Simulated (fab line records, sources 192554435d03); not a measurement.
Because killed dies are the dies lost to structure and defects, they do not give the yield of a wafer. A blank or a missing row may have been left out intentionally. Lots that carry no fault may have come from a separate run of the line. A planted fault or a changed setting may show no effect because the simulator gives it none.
Matching of chambers ; flow n5 finfet ; N5_BEOL_M6_CURE_74 on uv cure-03: 3 sister chambers
The step cures SiCOH lowk, time 240 s. 27 wafers are shown with their chamber, then 12 later ones without.

== WAFERS, EACH WITH ITS CHAMBER ==
wafer;chamber;wafer_temp_C_max;lamp power pct (%)
L074.1;0;386.3;52.38
L074.3;0;386.6;52.25
L074.6;0;386.8;52.30
L075.1;1;386.5;52.32
L075.4;1;387.1;52.29
L075.5;1;387.5;52.35
L076.1;2;386.8;52.29
L076.2;2;387.3;52.35
L076.3;2;386.0;52.36
L076.4;2;386.7;52.34
L076.5;2;386.1;52.32
L076.6;2;386.8;52.31
L080.1;0;387.4;52.34
L080.2;0;387.4;52.30
L080.6;0;386.8;52.32
L082.3;1;386.8;52.38
L082.5;1;387.1;52.29
L082.6;1;387.1;52.32
L085.1;2;387.4;52.28
L085.4;2;386.4;52.33
L085.5;2;386.9;52.38
L084.2;2;386.8;52.30
L084.3;2;386.8;52.36
L084.5;2;386.7;52.37
L086.2;1;387.0;52.32
L086.3;1;386.9;52.27
L086.6;1;386.8;52.31

SIGNATURES (averages over the wafers above)
reading;chamber 0;chamber 1;chamber 2;scatter within a chamber
wafer_temp_C_max;386.883;386.978;386.725;0.379
lamp power pct;52.3150;52.3167;52.3325;0.0355
Rule: for a wafer and a chamber, the distance is found by dividing, reading by reading, the gap between the wafer's reading and the chamber's mean by the reading's scatter, squaring, summing and taking the root. The wafer belongs to the nearest chamber; if the next one is less than 2 further off, it can't be placed. The scatter: take each reading less its chamber's mean, square it, sum over the shown wafers, divide by the number of wafers less the number of chambers, and take the root.

== WAFERS WITH NO CHAMBER GIVEN ==
wafer;wafer_temp_C_max;lamp power pct (%)
L087.1;386.8;52.27
L087.5;386.6;52.31
L087.6;386.3;52.23
L092.1;386.8;52.32
L092.2;387.2;52.27
L092.3;387.3;52.29
L093.1;387.0;52.31
L093.3;387.6;52.26
L093.6;387.2;52.29
L093.2;387.3;52.33
L093.4;387.1;52.29
L093.5;387.0;52.39

== THE CHAMBER EACH PASSED THROUGH ==
wafer;from the rows above;in truth
L087.1;can't be placed: 0 or 1 or 2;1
L087.5;can't be placed: 2 or 0 or 1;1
L087.6;can't be placed: 0 or 1 or 2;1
L092.1;can't be placed: 0 or 2 or 1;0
L092.2;can't be placed: 1 or 0 or 2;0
L092.3;can't be placed: 1 or 0 or 2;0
L093.1;can't be placed: 1 or 0 or 2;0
L093.3;can't be placed: 1 or 0 or 2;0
L093.6;can't be placed: 1 or 0 or 2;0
L093.2;can't be placed: 1 or 0 or 2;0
L093.4;can't be placed: 1 or 0 or 2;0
L093.5;can't be placed: 2 or 1 or 0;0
0 of 12 placed correctly. Not placeable from these rows: 12 (in 12, the candidates include the true chamber). Number placed wrongly: 0.
